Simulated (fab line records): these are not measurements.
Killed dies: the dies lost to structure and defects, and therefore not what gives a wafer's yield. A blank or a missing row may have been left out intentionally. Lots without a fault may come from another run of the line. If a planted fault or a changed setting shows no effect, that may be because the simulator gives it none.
fab line records	flow n5-finfet
record lots=6	wafers=18	last-day=18
route steps=1938 shown BEOL_M5@1165 PASSIVATION@1936
lots untouched by any fault: they come from a run of this same line in which no faults occurred
start-h: the number of hours between the record's first day and the start of the first shown wafer of the lot	wait-h: hours since the lot's step before	" same as the row above	L1.1+2: a row that stands for several wafers	- no value present, or no start provided	* or withheld: withheld	< > ~ a bound
route shown NAME@n: names a module that has steps shown in the file, with the first one's number in the route	usual: mean/standard deviation of fault-free wafers	same: alike in all rows	chamber/n: place in a boat	sites: per-site readings	_std_site: standard deviation across them	_edge_site: outer sites' mean less inner sites'	radius-mm: how far each site lies from the wafer's centre	mask NAME#n: copy n	behind: tool/chamber where the wafer was last shaped	hold: the reason the lot was held/the length of the hold in hours/how it ended	device: which transistor (n, p or np) failed to switch	end of line: tests run on the same wafers once the route is complete	a step without rows: its recipe alone	killed: not the wafer's yield, but the dies lost to structure and defects at the first sort	map: dies across one wafer; x = killed, . = not, _ = none there
set.NAME: the setting as run; set.NAME@STEP: as run at that earlier step	model.NAME: the simulator's own value behind a step, which no gauge read
lots seen at some steps along the route; tables by step, rows by wafer
services: the hour from which a tool's chamber was out of use, counted from the record's first day as start-h (under 0 if before that day), plus the number of hours and why
## steps
# step N5_BEOL_M5_SRD_40
# recipe time-s=30	temp-c=23	rinse-liquid=diw	dry=ipa-marangoni
# step N5_BEOL_M5_PRECLEAN_42
# recipe chemistry=residue-remover	time-s=60	temp-c=40
# step N5_BEOL_M5_SRD_43
# recipe time-s=30	temp-c=23	rinse-liquid=diw	dry=ipa-marangoni
# step N5_BEOL_M5_CD_MEAS_35
# recipe target-cd-nm=28	target-cd-y-nm=24	polarity=opening
# usual cd-nm=28.1/0.39
lot.wafer	tool	chamber	start-h	wait-h	cd-nm
L781.1	cd-sem-02	-	181.15	0.0	27.8
L781.2	"	-	"	"	28.1
L781.6	"	-	"	"	28.2
L791.2	cd-sem-02	-	239.96	0.0	28.2
L791.3	"	-	"	"	28.8
L791.4	"	-	"	"	28.4
L793.2	cd-sem-03	-	259.52	0.0	28.1
L793.3	"	-	"	"	27.6
L793.4	"	-	"	"	27.8
L794.3	cd-sem-02	-	285.19	0.0	28.6
L794.4	"	-	"	"	27.9
L794.6	"	-	"	"	28.2
L801.2	cd-sem-02	-	313.79	0.0	27.6
L801.3	"	-	"	"	27.6
L801.4	"	-	"	"	27.6
L802.3	cd-sem-03	-	324.60	0.0	27.8
L802.5	"	-	"	"	28.0
L802.6	"	-	"	"	28.1
# step N5_BEOL_M5_CURE_80
# recipe temp-c=370	time-s=120	ambient=DMADMS/He	material=SiCOH_lowk
# usual lamp-power-pct=52.32/0.049	wafer_temp_C_max=371.9/0.77
lot.wafer	tool	chamber	start-h	wait-h	lamp-power-pct	wafer_temp_C_max
L781.1	uv-cure-02	0	181.19	0.0	52.33	372.9
L781.2	"	0	"	"	52.32	372.6
L781.6	"	0	"	"	52.35	372.6
L791.2	uv-cure-02	0	240.06	0.1	52.33	374.0
L791.3	"	0	"	"	52.28	373.1
L791.4	"	0	"	"	52.33	373.2
L793.2	uv-cure-01	1	259.61	0.1	52.26	372.6
L793.3	"	1	"	"	52.32	372.7
L793.4	"	1	"	"	52.34	371.7
L794.3	uv-cure-03	2	285.33	0.1	52.25	372.5
L794.4	"	2	"	"	52.23	372.3
L794.6	"	2	"	"	52.34	372.3
L801.2	uv-cure-03	1	313.88	0.1	52.34	371.2
L801.3	"	1	"	"	52.30	371.1
L801.4	"	1	"	"	52.25	370.8
L802.3	uv-cure-03	1	324.74	0.1	52.29	371.5
L802.5	"	1	"	"	52.36	370.8
L802.6	"	1	"	"	52.28	371.1
# step N5_BEOL_M5_DEGAS_44
# recipe ambient=vacuum	temp-c=250	time-s=60
# usual heater-power-w=368/37
lot.wafer	tool	chamber	start-h	wait-h	heater-power-w
L781.1	pvd-sputter-01	-	181.57	0.3	401
L781.2	"	-	"	"	369
L781.6	"	-	"	"	366
L791.2	pvd-sputter-02	-	240.48	0.4	365
L791.3	"	-	"	"	377
L791.4	"	-	"	"	405
L793.2	pvd-sputter-03	-	259.88	0.2	358
L793.3	"	-	"	"	397
L793.4	"	-	"	"	331
L794.3	pvd-sputter-01	-	285.65	0.3	342
L794.4	"	-	"	"	411
L794.6	"	-	"	"	420
L801.2	pvd-sputter-02	-	314.34	0.4	370
L801.3	"	-	"	"	366
L801.4	"	-	"	"	305
L802.3	pvd-sputter-02	-	325.54	0.8	404
L802.5	"	-	"	"	413
L802.6	"	-	"	"	366
# step N5_BEOL_M5_PRE_CLEAN_45
# recipe gas=H2/He	time-s=30	temp-c=250
# step N5_BEOL_M5_ALD_86
# recipe material=TaN	target-thk-a=*	temp-c=275	ald-precursor-family=PDMAT	ald-co-reactant=NH3	pressure-torr=3	carrier-flow-sccm=1500	pulse-time-s=2	purge-time-s=3	co-reactant-purge-time-s=2	co-reactant-pulse-time-s=3	ald-cycles=30	precursor-vessel-temp-c=75	precursor-vessel-pressure-torr=26.25	precursor-vessel-carrier-sccm=1000
# step N5_BEOL_M5_SURFACE_TREAT_87
# recipe gas=Ar	time-s=*	ion-energy-ev=*	ion-current-ma-cm2=0.5	pressure-mtorr=*	ar-flow-sccm=30
# usual throttle-valve-pct=*
lot.wafer	tool	chamber	start-h	wait-h	throttle-valve-pct
L781.1	pvd-sputter-03	-	181.94	0.1	*
L781.2	"	-	"	"	*
L781.6	"	-	"	"	*
L791.2	pvd-sputter-02	-	240.99	0.1	*
L791.3	"	-	"	"	*
L791.4	"	-	"	"	*
L793.2	pvd-sputter-03	-	260.21	0.1	*
L793.3	"	-	"	"	*
L793.4	"	-	"	"	*
L794.3	pvd-sputter-02	-	286.13	0.3	*
L794.4	"	-	"	"	*
L794.6	"	-	"	"	*
L801.2	pvd-sputter-02	-	314.78	0.2	*
L801.3	"	-	"	"	*
L801.4	"	-	"	"	*
L802.3	pvd-sputter-03	-	326.07	0.3	*
L802.5	"	-	"	"	*
L802.6	"	-	"	"	*
# step N5_BEOL_M5_CVD_47
# recipe material=Co	target-thk-a=30	temp-c=withheld	precursor=CCTBA/H2	pressure-torr=30	time-s=216
# step N5_BEOL_M5_SPUTTER_48
# recipe material=Cu	target-thk-a=150	temp-c=-20	chamber-pressure-pa=0.07	power-w=withheld	time-s=27.62
# usual chamber-pressure-pa=0.07001/0.00014	throttle-valve-pct=30.1/0.85
lot.wafer	tool	chamber	start-h	wait-h	chamber-pressure-pa	throttle-valve-pct
L781.1	pvd-sputter-03	-	182.26	0.1	0.06997	31.6
L781.2	"	-	"	"	0.06995	31.2
L781.6	"	-	"	"	0.07032	30.0
L791.2	pvd-sputter-02	-	241.26	0.1	0.06993	29.6
L791.3	"	-	"	"	0.07	30.1
L791.4	"	-	"	"	0.07016	29.9
L793.2	pvd-sputter-02	-	260.43	0.1	0.07011	30.0
L793.3	"	-	"	"	0.06976	30.2
L793.4	"	-	"	"	0.06969	30.1
L794.3	pvd-sputter-02	-	286.39	0.1	0.06997	30.4
L794.4	"	-	"	"	0.0702	30.0
L794.6	"	-	"	"	0.06984	30.0
L801.2	pvd-sputter-01	-	315.24	0.1	0.0702	29.8
L801.3	"	-	"	"	0.06998	28.4
L801.4	"	-	"	"	0.06988	29.0
L802.3	pvd-sputter-03	-	326.43	0.2	0.0702	30.1
L802.5	"	-	"	"	0.06994	31.7
L802.6	"	-	"	"	0.07003	30.2
# step N5_BEOL_M5_ANNEAL_49
# recipe temp-c=400	time-s=1800	ambient=vacuum
# usual heater-power-w=913/88
lot.wafer	tool	chamber	start-h	wait-h	heater-power-w
L781.1	pvd-sputter-03	-	182.34	0.0	920
L781.2	"	-	"	"	850
L781.6	"	-	"	"	1000
L791.2	pvd-sputter-02	-	241.34	0.0	901
L791.3	"	-	"	"	757
L791.4	"	-	"	"	1002
L793.2	pvd-sputter-02	-	260.51	0.0	886
L793.3	"	-	"	"	944
L793.4	"	-	"	"	738
L794.3	pvd-sputter-02	-	286.47	0.0	926
L794.4	"	-	"	"	878
L794.6	"	-	"	"	932
L801.2	pvd-sputter-01	-	315.32	0.0	994
L801.3	"	-	"	"	900
L801.4	"	-	"	"	841
L802.3	pvd-sputter-03	-	326.51	0.0	994
L802.5	"	-	"	"	911
L802.6	"	-	"	"	1014
# step N5_BEOL_M5_SPUTTER_81
# recipe material=Cu	target-thk-a=150	temp-c=-20	chamber-pressure-pa=0.07	power-w=withheld	time-s=27.62
# usual chamber-pressure-pa=0.07001/0.00012	throttle-valve-pct=30.1/0.85
lot.wafer	tool	chamber	start-h	wait-h	chamber-pressure-pa	throttle-valve-pct
L781.1	pvd-sputter-03	-	183.34	0.5	0.07013	31.7
L781.2	"	-	"	"	0.07007	30.9
L781.6	"	-	"	"	0.06998	30.0
L791.2	pvd-sputter-02	-	242.35	0.5	0.06999	29.8
L791.3	"	-	"	"	0.07	29.6
L791.4	"	-	"	"	0.06994	29.7
L793.2	pvd-sputter-02	-	261.51	0.5	0.07295	29.3
L793.3	"	-	"	"	0.06994	30.1
L793.4	"	-	"	"	0.07014	30.0
L794.3	pvd-sputter-02	-	287.47	0.5	0.07003	30.3
L794.4	"	-	"	"	0.07299	29.4
L794.6	"	-	"	"	0.06996	30.3
L801.2	pvd-sputter-01	-	316.32	0.5	0.07007	30.0
L801.3	"	-	"	"	0.07011	28.5
L801.4	"	-	"	"	0.07004	28.6
L802.3	pvd-sputter-03	-	327.52	0.5	0.0698	30.0
L802.5	"	-	"	"	0.06983	31.8
L802.6	"	-	"	"	0.07003	30.1
# step N5_BEOL_M5_ANNEAL_82
# recipe temp-c=400	time-s=1800	ambient=vacuum
# step N5_PASSIVATION_PROBE_49
# usual defect-limited-yield=91.5/1.3	killed_at_M0_to_M3=36/10	killed_at_M4_up=13/4.7	killed-at-contacts=13/6.7	killed-at-front-end=37/9.7	killed-at-other=2.6/2.3	killed-dies=101/15	killed-open=67/12	killed-short=32/6.7	sort_bin_4_leakage=0.0/0.31	sort_bin_5_function=5.0/0.89	sort_bin_6_memory=3.2/0.63	sort-n-pass=1079/16	sort-yield-pct=91.4/1.4
# same gross-dies=1180	killed-at-back-side=0	sort_bin_8_speed[%]=0
lot.wafer	tool	chamber	start-h	wait-h	defect-limited-yield[%]	killed_at_M0_to_M3	killed_at_M4_up	killed-at-contacts	killed-at-front-end	killed-at-other	killed-dies	killed-open	killed-short	sort_bin_4_leakage[%]	sort_bin_5_function[%]	sort_bin_6_memory[%]	sort-n-pass	sort-yield-pct[%]
L781.1	prober-02	-	285.33	0.0	91.9	48	17	4	24	3	96	50	45	0	4.4	3.2	1084	91.9
L781.2	prober-02	-	285.38	0.1	90.6	66	14	6	24	1	111	79	32	0	5.5	3.9	1069	90.6
L781.6	prober-02	-	285.58	0.3	90.6	50	4	14	42	1	111	67	44	0	4.6	4.4	1069	90.6
L793.4	prober-02	-	368.48	0.2	93.2	30	7	4	35	4	80	50	27	0	4.2	2.5	1100	93.2
# killed by level:class
L781.1 BEOL_M0_SAQP:geometric-particle:short=12 FIN_SAQP:geometric-particle:short=11 BEOL_M0_SAQP:geometric-particle:open=11 BEOL_M4:geometric-particle:open=9 BEOL_M1:geometric-particle:open=9 BEOL_M3:geometric-particle:short=6 BEOL_M1:geometric-particle:short=5 BEOL_M3:geometric-particle:open=4
L781.2 BEOL_M0_SAQP:geometric-particle:open=16 BEOL_M3:geometric-particle:open=14 BEOL_M0_SAQP:geometric-particle:short=11 BEOL_M1:geometric-particle:open=11 FIN_SAQP:geometric-particle:open=7 BEOL_M2:geometric-particle:open=6 MOL_CONTACT_COAG:geometric-particle:open=5 FIN_SAQP:geometric-particle:short=4
L781.6 FIN_SAQP:geometric-particle:short=20 BEOL_M3:geometric-particle:open=18 MOL_CONTACT_COAG:geometric-particle:open=11 BEOL_M0_SAQP:geometric-particle:short=11 BEOL_M0_SAQP:geometric-particle:open=9 FIN_SAQP:geometric-particle:open=8 BEOL_M1:geometric-particle:open=6 STI_FIN_REVEAL:geometric-particle:open=4
L793.4 STI_FIN_REVEAL:geometric-particle:open=8 BEOL_M1:geometric-particle:open=8 FIN_SAQP:geometric-particle:short=6 DUMMY_GATE:geometric-particle:open=6 BEOL_M2:geometric-particle:open=6 BEOL_M3:geometric-particle:open=5 BEOL_M0_SAQP:geometric-particle:open=4 BEOL_M0_SAQP:geometric-particle:short=4
## services
tool	chamber	start-h	hours	kind
pvd-sputter-01	-	176.49	2.6	repair
uv-cure-02	-	183.19	11.1	repair
uv-cure-03	-	207.59	1.0	pm
pvd-sputter-01	-	234.69	2.1	repair
uv-cure-01	-	247.24	3.4	pm
uv-cure-01	-	251.83	0.3	repair
pvd-sputter-01	-	256.70	7.0	repair
uv-cure-02	-	259.52	7.5	pm
uv-cure-02	-	323.28	1.0	pm
## key
first-sign step=N5_BEOL_M5_SPUTTER_81	reading=chamber-pressure-pa	direction=up	sigmas=24	usual=0.07001	struck=0.07297
effect none on later readings
met-at N5_BEOL_M5_SPUTTER_81
struck-wafers L793.2,L794.4
onset-between 242.35 261.51
fault kind=process-parameter-drift	tool=pvd-sputter-02	chamber=-	onset-h=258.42	steps=N5_BEOL_M5_SPUTTER_81	channel=chamber-pressure-pa	offset=0.003055	shape=step	end-h=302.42	acts-in=these-recipes-only	stated=0.07	scope=struck-wafers-only
